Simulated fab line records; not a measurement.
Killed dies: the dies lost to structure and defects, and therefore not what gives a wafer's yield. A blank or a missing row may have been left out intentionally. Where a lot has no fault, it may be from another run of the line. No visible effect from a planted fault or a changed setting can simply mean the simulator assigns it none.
Lot-split experiment || flow n5_finfet || 21 wafers read across 7 lots, on a route 1938 steps long

THE SPLIT ITSELF
At N5_BEOL_M11_EXPOSE_08 (exposes mask M11), the setting dose_mj was moved away from the recipe's 53.75 on 6 of the 21 wafers read, by -4.3% to +7.4%. All remaining wafers had this setting at the recipe value.

FROM THE SPLIT TO THE READING: what the file shows between them, 2 steps
- N5_BEOL_M11_PEB_09: peb time 60 s
- N5_BEOL_M11_DEVELOP_10: develop time 30 s

THE READING
cd_nm, in nm, at N5_BEOL_M11_CD_MEAS_11 (target cd 64.1 nm). A value of 64.1 nm with a standard deviation of 0.78 nm is what fault-free wafers of this fab line usually give.

{"wafer": "L074.1", "tool, chamber at the split": "arfi_scanner-01, 0", "dose_mj as run": 53.75, "against the recipe": "recipe", "cd_nm, nm": 64.2, "against lot-mates on the recipe": "-"}
{"wafer": "L074.3", "tool, chamber at the split": "arfi_scanner-01, 0", "dose_mj as run": 55.56, "against the recipe": "+3.4%", "cd_nm, nm": 65.5, "against lot-mates on the recipe": "+1.5"}
{"wafer": "L074.5", "tool, chamber at the split": "arfi_scanner-01, 0", "dose_mj as run": 53.75, "against the recipe": "recipe", "cd_nm, nm": 63.7, "against lot-mates on the recipe": "-"}
{"wafer": "L079.1", "tool, chamber at the split": "arfi_scanner-03, 0", "dose_mj as run": 53.75, "against the recipe": "recipe", "cd_nm, nm": 63.4, "against lot-mates on the recipe": "-"}
{"wafer": "L079.4", "tool, chamber at the split": "arfi_scanner-03, 0", "dose_mj as run": 53.75, "against the recipe": "recipe", "cd_nm, nm": 64.6, "against lot-mates on the recipe": "-"}
{"wafer": "L079.5", "tool, chamber at the split": "arfi_scanner-03, 0", "dose_mj as run": 53.75, "against the recipe": "recipe", "cd_nm, nm": 64.1, "against lot-mates on the recipe": "-"}
{"wafer": "L078.3", "tool, chamber at the split": "arfi_scanner-02, 0", "dose_mj as run": 51.46, "against the recipe": "-4.3%", "cd_nm, nm": 62.2, "against lot-mates on the recipe": -1.5}
{"wafer": "L078.4", "tool, chamber at the split": "arfi_scanner-02, 0", "dose_mj as run": 53.75, "against the recipe": "recipe", "cd_nm, nm": 63.7, "against lot-mates on the recipe": "-"}
{"wafer": "L078.5", "tool, chamber at the split": "arfi_scanner-02, 0", "dose_mj as run": 51.46, "against the recipe": "-4.3%", "cd_nm, nm": 61.6, "against lot-mates on the recipe": -2.1}
{"wafer": "L086.3", "tool, chamber at the split": "arfi_scanner-02, 0", "dose_mj as run": 56.7, "against the recipe": "+5.5%", "cd_nm, nm": 68.1, "against lot-mates on the recipe": "+3.2"}
{"wafer": "L086.4", "tool, chamber at the split": "arfi_scanner-02, 0", "dose_mj as run": 53.75, "against the recipe": "recipe", "cd_nm, nm": 64.8, "against lot-mates on the recipe": "-"}
{"wafer": "L086.6", "tool, chamber at the split": "arfi_scanner-02, 0", "dose_mj as run": 53.75, "against the recipe": "recipe", "cd_nm, nm": 65.0, "against lot-mates on the recipe": "-"}
{"wafer": "L090.1", "tool, chamber at the split": "arfi_scanner-02, 0", "dose_mj as run": 53.75, "against the recipe": "recipe", "cd_nm, nm": 64.3, "against lot-mates on the recipe": "-"}
{"wafer": "L090.5", "tool, chamber at the split": "arfi_scanner-02, 0", "dose_mj as run": 53.75, "against the recipe": "recipe", "cd_nm, nm": 64.6, "against lot-mates on the recipe": "-"}
{"wafer": "L090.6", "tool, chamber at the split": "arfi_scanner-02, 0", "dose_mj as run": 53.75, "against the recipe": "recipe", "cd_nm, nm": 64.7, "against lot-mates on the recipe": "-"}
{"wafer": "L091.1", "tool, chamber at the split": "arfi_scanner-01, 0", "dose_mj as run": 53.75, "against the recipe": "recipe", "cd_nm, nm": 64.7, "against lot-mates on the recipe": "-"}
{"wafer": "L091.3", "tool, chamber at the split": "arfi_scanner-01, 0", "dose_mj as run": 53.75, "against the recipe": "recipe", "cd_nm, nm": 64.5, "against lot-mates on the recipe": "-"}
{"wafer": "L091.5", "tool, chamber at the split": "arfi_scanner-01, 0", "dose_mj as run": 53.75, "against the recipe": "recipe", "cd_nm, nm": 65.5, "against lot-mates on the recipe": "-"}
{"wafer": "L094.1", "tool, chamber at the split": "arfi_scanner-02, 0", "dose_mj as run": 53.75, "against the recipe": "recipe", "cd_nm, nm": 62.0, "against lot-mates on the recipe": "-"}
{"wafer": "L094.3", "tool, chamber at the split": "arfi_scanner-02, 0", "dose_mj as run": 57.71, "against the recipe": "+7.4%", "cd_nm, nm": 66.0, "against lot-mates on the recipe": "+4.0"}
{"wafer": "L094.6", "tool, chamber at the split": "arfi_scanner-02, 0", "dose_mj as run": 57.71, "against the recipe": "+7.4%", "cd_nm, nm": 67.2, "against lot-mates on the recipe": "+5.2"}

FIT RESULTS
A straight line over all 21 wafers: cd_nm changes by +0.435 nm for each +1% of dose_mj; r = +0.83; the points scatter about the line by 0.87 nm.
The same after taking each lot's own level away (the mean of its wafers on the recipe; 21 wafers): +0.561 nm for each +1%; r = +0.97; scatter 0.43 nm.
The reading moves by 4.1 nm for the largest change in dose_mj, on that fit.
From 62.00 to 64.90 nm: that is the span of the lots' own levels, equal to 3.7 times the standard deviation above.
So the lot-to-lot level changes the slope: the two fits differ.
Check: with one of the wafers moved furthest among these (+7.4%) left out of the fit, the line predicts +4.32 nm for it against its lot-mates. It came out at +4 nm against them.

OTHER SPLITS APPLIED TO THESE WAFERS
Other splits were also applied to these wafers ahead of the reading. Each is held against what the fit with the lots' levels taken away leaves over:
{"other split on the same wafers": "N5_BEOL_M4_DEP_57 time_s", "wafers away from the commonest value": 6, "r with cd_nm (lot level and that fit taken away)": "+0.07"}
{"other split on the same wafers": "N5_BEOL_M5_ETCH_68 time_s", "wafers away from the commonest value": 8, "r with cd_nm (lot level and that fit taken away)": "+0.02"}
{"other split on the same wafers": "N5_BEOL_M7_ETCH_61 source_w", "wafers away from the commonest value": 4, "r with cd_nm (lot level and that fit taken away)": "+0.33"}
{"other split on the same wafers": "N5_BEOL_M9_ETCH_62 time_s", "wafers away from the commonest value": 6, "r with cd_nm (lot level and that fit taken away)": -0.17}
{"other split on the same wafers": "N5_BEOL_M9_COAT_75 spin_rpm", "wafers away from the commonest value": 7, "r with cd_nm (lot level and that fit taken away)": "+0.08"}

THE FILE'S OWN FIT
cd_nm changes by +0.568 nm for each +1% of dose_mj, r = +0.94.
